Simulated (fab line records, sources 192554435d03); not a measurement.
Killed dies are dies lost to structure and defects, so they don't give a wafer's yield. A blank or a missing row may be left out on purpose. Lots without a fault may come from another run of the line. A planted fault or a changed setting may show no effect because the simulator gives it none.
Chamber matching | flow n5_finfet | N5_BEOL_M0_ETCH_109 on rie_diel-01: 3 sister chambers
The step etches SiCN in CH3F/O2, target depth 8 nm, overetch 2.4 nm, time 27.4 s. 3 wafers are shown with their chamber, then 6 later ones without.

WAFERS WITH THEIR CHAMBER
wafer  | chamber | showerhead_plenum_p_Torr (Torr)
L079.2 | 2       | 1.98
L088.2 | 0       | 2.05
L088.3 | 1       | 2.02

WAFERS WITHOUT THEIR CHAMBER
wafer  | showerhead_plenum_p_Torr (Torr)
L088.5 | 1.97
L093.2 | 1.97
L093.5 | 2.05
L097.1 | 1.97
L097.2 | 2.02
L097.6 | 1.97

WHICH CHAMBER EACH WENT THROUGH
wafer  | from the rows above | in truth
L088.5 | 2                   | 2
L093.2 | 2                   | 2
L093.5 | 0                   | 0
L097.1 | 2                   | 2
L097.2 | 1                   | 1
L097.6 | 2                   | 2
Placed correctly: 6 of 6. Can't be placed from these rows: 0. Placed wrongly: 0.
How it was worked out, from the rows above alone: a wafer's distance from a chamber is the root of the sum, over the readings, of the square of ((its reading less the chamber's mean) divided by the reading's scatter). The wafer belongs to the nearest chamber; if the next one is less than 2 further off, it can't be placed. A chamber's mean is the mean of its shown wafers. The scatter: with one shown wafer a chamber, the root of the mean of the squares of how far each hidden wafer lies from its nearest shown one.
